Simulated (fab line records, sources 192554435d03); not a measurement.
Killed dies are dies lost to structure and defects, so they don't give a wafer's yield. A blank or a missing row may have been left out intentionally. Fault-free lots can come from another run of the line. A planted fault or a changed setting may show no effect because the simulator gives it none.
Which of the tools did it? | flow n5-finfet | 24 lots, 72 wafers sampled, at 5 steps of a route of 1938

WHAT EACH GAUGE READ, for each wafer
N5_BEOL_M4_THK_MEAS_01. Usual: for M4_ILD_THK the level is 78.9 nm and the standard deviation is 1.
lot  | measured     | on            | M4_ILD_THK (nm) | flag
L075 | day 8 06:23  | film-metro-02 | 79.1 76.9 79.5  |
L074 | day 8 07:02  | film-metro-01 | 77.6 78.3 79.1  |
L076 | day 8 11:10  | film-metro-02 | 79.2 78.2 78.9  |
L078 | day 8 11:39  | film-metro-01 | 78.8 77.8 78.9  |
L077 | day 8 14:04  | film-metro-02 | 79.3 80.3 81.1  |
L079 | day 8 21:04  | film-metro-01 | 78.7 80.3 79.7  |
L080 | day 8 22:38  | film-metro-02 | 78.9 79.9 80.3  |
L081 | day 9 01:14  | film-metro-01 | 77.9 78.6 78.8  |
L082 | day 9 09:49  | film-metro-01 | 79.0 80.5 80.7  |
L083 | day 11 01:39 | film-metro-01 | 77.1 79.4 79.6  |
L084 | day 11 04:07 | film-metro-02 | 78.0 78.9 81.0  |
L085 | day 11 21:08 | film-metro-02 | 77.8 79.9 79.4  |
L086 | day 12 01:25 | film-metro-02 | 78.7 77.9 78.3  |
L088 | day 12 08:01 | film-metro-02 | 77.6 78.3 78.6  |
L087 | day 12 08:10 | film-metro-01 | 77.1 78.2 79.1  |
L089 | day 12 10:39 | film-metro-01 | 77.6 79.0 80.2  |
L090 | day 12 11:04 | film-metro-01 | 82.1 79.8 79.0  |
L091 | day 12 12:44 | film-metro-01 | 77.1 79.1 77.1  |
L093 | day 12 15:16 | film-metro-02 | 78.4 77.2 79.6  |
L092 | day 12 22:12 | film-metro-01 | 77.5 79.3 79.6  |
L095 | day 13 02:26 | film-metro-02 | 78.9 78.2 78.3  |
L094 | day 13 04:49 | film-metro-02 | 77.4 78.6 78.1  |
L096 | day 14 08:18 | film-metro-01 | 78.5 79.4 80.4  |
L097 | day 14 19:34 | film-metro-02 | 78.0 79.0 79.2  |

N5_BEOL_M4_INSPECT_13: inspects for defects (brightfield). Usual: raw-defect-count reads 444 (standard deviation 97).
lot  | measured     | on                | raw-defect-count | flag
L075 | day 8 07:50  | defect-inspect-01 | 397 442 505      |
L074 | day 8 08:11  | defect-inspect-01 | 323 268 349      |
L076 | day 8 12:56  | defect-inspect-01 | 420 501 500      |
L078 | day 8 13:15  | defect-inspect-01 | 368 315 452      |
L077 | day 8 14:59  | defect-inspect-02 | 461 586 473      |
L079 | day 8 22:49  | defect-inspect-01 | 603 460 551      |
L080 | day 8 23:56  | defect-inspect-01 | 622 751 564      |
L081 | day 9 05:47  | defect-inspect-01 | 396 374 557      |
L082 | day 9 12:20  | defect-inspect-02 | 362 546 505      |
L083 | day 11 03:44 | defect-inspect-01 | 332 565 420      |
L084 | day 11 06:28 | defect-inspect-01 | 515 449 470      |
L085 | day 11 22:25 | defect-inspect-01 | 405 481 506      |
L086 | day 12 04:16 | defect-inspect-02 | 524 658 468      |
L088 | day 12 10:36 | defect-inspect-02 | 396 432 462      |
L087 | day 12 10:46 | defect-inspect-01 | 301 459 458      |
L089 | day 12 11:57 | defect-inspect-02 | 487 401 447      |
L090 | day 12 12:11 | defect-inspect-01 | 371 422 539      |
L091 | day 12 14:57 | defect-inspect-01 | 544 354 498      |
L093 | day 12 15:54 | defect-inspect-02 | 460 313 413      |
L092 | day 12 22:51 | defect-inspect-01 | 431 448 437      |
L095 | day 13 06:40 | defect-inspect-02 | 341 357 417      |
L094 | day 13 06:47 | defect-inspect-02 | 463 633 773      |
L096 | day 14 09:53 | defect-inspect-02 | 296 299 413      |
L097 | day 14 20:49 | defect-inspect-01 | 437 513 446      |

WHICH TOOL RAN EACH LOT (tool, then ch and the chambers of the sampled wafers, then the start)
lot  | N5_BEOL_M3_SPUTTER_88        | N5_BEOL_M3_ANNEAL_89         | N5_BEOL_M3_CO_CAP_55
L075 | pvd-sputter-02, day 8 04:20  | pvd-sputter-02, day 8 04:25  | cvd-co-01 ch 0,1, day 8 06:04
L074 | pvd-sputter-01, day 8 04:59  | pvd-sputter-01, day 8 05:04  | cvd-co-02 ch 1,2, day 8 06:44
L076 | pvd-sputter-01, day 8 09:06  | pvd-sputter-01, day 8 09:11  | cvd-co-02 ch 0,1,2, day 8 10:51
L078 | pvd-sputter-03, day 8 09:34  | pvd-sputter-03, day 8 09:39  | cvd-co-01 ch 0,2, day 8 11:20
L077 | pvd-sputter-03, day 8 12:01  | pvd-sputter-03, day 8 12:05  | cvd-co-01 ch 1,2, day 8 13:46
L079 | pvd-sputter-02, day 8 18:44  | pvd-sputter-02, day 8 18:49  | cvd-co-01 ch 1,2, day 8 20:44
L080 | pvd-sputter-02, day 8 20:34  | pvd-sputter-02, day 8 20:39  | cvd-co-02 ch 1,2, day 8 22:19
L081 | pvd-sputter-02, day 8 22:43  | pvd-sputter-02, day 8 22:47  | cvd-co-01 ch 0,1, day 9 00:56
L082 | pvd-sputter-02, day 9 07:29  | pvd-sputter-02, day 9 07:34  | cvd-co-02 ch 0,1,2, day 9 09:29
L083 | pvd-sputter-03, day 10 23:34 | pvd-sputter-03, day 10 23:38 | cvd-co-02 ch 1,2, day 11 01:19
L084 | pvd-sputter-02, day 11 02:01 | pvd-sputter-02, day 11 02:06 | cvd-co-02 ch 1,2, day 11 03:49
L085 | pvd-sputter-01, day 11 19:04 | pvd-sputter-01, day 11 19:08 | cvd-co-01 ch 0,1, day 11 20:49
L086 | pvd-sputter-03, day 11 23:10 | pvd-sputter-03, day 11 23:15 | cvd-co-01 ch 0,1, day 12 00:55
L088 | pvd-sputter-03, day 12 03:01 | pvd-sputter-03, day 12 03:05 | cvd-co-02 ch 0,2, day 12 07:42
L087 | pvd-sputter-03, day 12 05:15 | pvd-sputter-03, day 12 05:20 | cvd-co-01 ch 0,1,2, day 12 07:50
L089 | pvd-sputter-01, day 12 08:35 | pvd-sputter-01, day 12 08:40 | cvd-co-02 ch 0,1, day 12 10:20
L090 | pvd-sputter-03, day 12 08:56 | pvd-sputter-03, day 12 09:01 | cvd-co-01 ch 0,1,2, day 12 10:47
L091 | pvd-sputter-01, day 12 10:31 | pvd-sputter-01, day 12 10:35 | cvd-co-02 ch 0,1,2, day 12 12:26
L093 | pvd-sputter-01, day 12 13:12 | pvd-sputter-01, day 12 13:17 | cvd-co-01 ch 1,2, day 12 14:56
L092 | pvd-sputter-03, day 12 20:07 | pvd-sputter-03, day 12 20:11 | cvd-co-01 ch 0,1,2, day 12 21:53
L095 | pvd-sputter-02, day 13 00:21 | pvd-sputter-02, day 13 00:26 | cvd-co-01 ch 0,1, day 13 02:06
L094 | pvd-sputter-01, day 13 02:46 | pvd-sputter-01, day 13 02:51 | cvd-co-02 ch 0,1,2, day 13 04:31
L096 | pvd-sputter-02, day 14 06:14 | pvd-sputter-02, day 14 06:19 | cvd-co-02 ch 0,2, day 14 07:59
L097 | pvd-sputter-01, day 14 17:30 | pvd-sputter-01, day 14 17:35 | cvd-co-02 ch 0,1, day 14 19:14
- N5_BEOL_M3_SPUTTER_88: material Cu, target thk 4.5 nm, time 8.29 s.
- N5_BEOL_M3_ANNEAL_89: time 240 s.
- N5_BEOL_M3_CO_CAP_55: material Co, precursor CCTBA/H2, target thk 2 nm, time 102.1 s.

AS READ BY THE TOOLS THEMSELVES (means over the sampled wafers that have a number; for cases with no such wafer, the mark the record gives instead)
N5_BEOL_M3_SPUTTER_88. Usual: chuck-gas-flow-sccm 1.27 sccm, standard deviation 0.051; susceptor-temp-C -20.01 C, standard deviation 0.095; throttle-valve-pct 30.4 %, standard deviation 1.3.
lot  | tool           | chuck-gas-flow-sccm (sccm) | susceptor-temp-C (C) | throttle-valve-pct (%) | flag
L075 | pvd-sputter-02 | 1.24                       | -19.91               | 29.5                   |
L074 | pvd-sputter-01 | 1.30                       | -19.97               | 31.2                   |
L076 | pvd-sputter-01 | 1.31                       | -19.98               | 31.2                   |
L078 | pvd-sputter-03 | 1.32                       | -19.96               | 29.8                   |
L077 | pvd-sputter-03 | 1.25                       | -20.04               | 30.7                   |
L079 | pvd-sputter-02 | 1.25                       | -20.03               | 29.9                   |
L080 | pvd-sputter-02 | 1.24                       | -19.99               | 30.0                   |
L081 | pvd-sputter-02 | 1.27                       | -19.97               | 29.9                   |
L082 | pvd-sputter-02 | 1.28                       | -19.99               | 30.1                   |
L083 | pvd-sputter-03 | 1.28                       | -20.02               | 29.5                   |
L084 | pvd-sputter-02 | 1.28                       | -19.98               | 29.6                   |
L085 | pvd-sputter-01 | 1.31                       | -20.01               | 31.0                   |
L086 | pvd-sputter-03 | 1.29                       | -20.00               | 30.1                   |
L088 | pvd-sputter-03 | 1.31                       | -20.00               | 30.3                   |
L087 | pvd-sputter-03 | 1.25                       | -20.01               | 29.4                   |
L089 | pvd-sputter-01 | 1.20                       | -19.90               | 31.7                   |
L090 | pvd-sputter-03 | 1.25                       | -20.09               | 30.2                   |
L091 | pvd-sputter-01 | 1.30                       | -20.01               | 31.1                   |
L093 | pvd-sputter-01 | 1.31                       | -19.93               | 32.0                   |
L092 | pvd-sputter-03 | 1.29                       | -20.07               | 30.1                   |
L095 | pvd-sputter-02 | 1.28                       | -20.03               | 30.0                   |
L094 | pvd-sputter-01 | 1.28                       | -19.96               | 31.4                   |
L096 | pvd-sputter-02 | 1.25                       | -19.92               | 29.9                   |
L097 | pvd-sputter-01 | 1.28                       | -20.01               | 31.8                   |

N5_BEOL_M3_ANNEAL_89. Usual: heater-power-w 823 W, standard deviation 72; susceptor-temp-C 400.00 C, standard deviation 0.21.
lot  | tool           | heater-power-w (W) | susceptor-temp-C (C) | flag
L075 | pvd-sputter-02 | 912                | 399.74               |
L074 | pvd-sputter-01 | 819                | 399.83               |
L076 | pvd-sputter-01 | 815                | 400.03               |
L078 | pvd-sputter-03 | 849                | 399.78               |
L077 | pvd-sputter-03 | 810                | 400.04               |
L079 | pvd-sputter-02 | 862                | 400.04               |
L080 | pvd-sputter-02 | 880                | 399.95               |
L081 | pvd-sputter-02 | 869                | 400.08               |
L082 | pvd-sputter-02 | 826                | 400.11               |
L083 | pvd-sputter-03 | 825                | 399.75               |
L084 | pvd-sputter-02 | 923                | 400.08               |
L085 | pvd-sputter-01 | 831                | 399.85               |
L086 | pvd-sputter-03 | 790                | 399.84               |
L088 | pvd-sputter-03 | 823                | 400.03               |
L087 | pvd-sputter-03 | 838                | 399.98               |
L089 | pvd-sputter-01 | 782                | 399.97               |
L090 | pvd-sputter-03 | 788                | 400.07               |
L091 | pvd-sputter-01 | 827                | 399.97               |
L093 | pvd-sputter-01 | 742                | 400.16               |
L092 | pvd-sputter-03 | 853                | 399.93               |
L095 | pvd-sputter-02 | 871                | 399.94               |
L094 | pvd-sputter-01 | 758                | 399.94               |
L096 | pvd-sputter-02 | 866                | 399.93               |
L097 | pvd-sputter-01 | 796                | 399.95               |

N5_BEOL_M3_CO_CAP_55. Usual: heater-power-w 235 W, standard deviation 31; susceptor-temp-C 200.01 C, standard deviation 0.14.
lot  | tool      | heater-power-w (W) | susceptor-temp-C (C) | flag
L075 | cvd-co-01 | 226                | 200.30               |
L074 | cvd-co-02 | 241                | 200.13               |
L076 | cvd-co-02 | 226                | 200.03               |
L078 | cvd-co-01 | 257                | 200.10               |
L077 | cvd-co-01 | 257                | 199.99               |
L079 | cvd-co-01 | 239                | 199.94               |
L080 | cvd-co-02 | 254                | 200.06               |
L081 | cvd-co-01 | 227                | 199.92               |
L082 | cvd-co-02 | 227                | 200.00               |
L083 | cvd-co-02 | 241                | 200.06               |
L084 | cvd-co-02 | 260                | 200.02               |
L085 | cvd-co-01 | 231                | 200.04               |
L086 | cvd-co-01 | 229                | 200.01               |
L088 | cvd-co-02 | 199                | 200.07               |
L087 | cvd-co-01 | 242                | 199.98               |
L089 | cvd-co-02 | 241                | 200.04               |
L090 | cvd-co-01 | 246                | 199.97               |
L091 | cvd-co-02 | 230                | 200.00               |
L093 | cvd-co-01 | 263                | 199.80               |
L092 | cvd-co-01 | 240                | 199.92               |
L095 | cvd-co-01 | 226                | 200.04               |
L094 | cvd-co-02 | 229                | 200.09               |
L096 | cvd-co-02 | 216                | 200.05               |
L097 | cvd-co-02 | 242                | 199.84               |

THE ANSWER, worked out from the rows above alone
Rule: lot off if the mean of its wafers having a number is beyond 3 standard deviations from the usual mean. Also off: a lot with no number at a reading for which 4 or more lots have one. Where the step has rows for the other lots, those lots are counted as sound. The gauges are gone through in route order, then the tools' own readings, and for those a lot's mean is taken as printed above. The first step at which some lot is off is used, and at that step the reading that is off furthest; a lot without a number counts as furthest.
Across all readings shown, no lot is off: no conclusion can be drawn from this.

WHAT THE SIMULATOR HAD INSERTED
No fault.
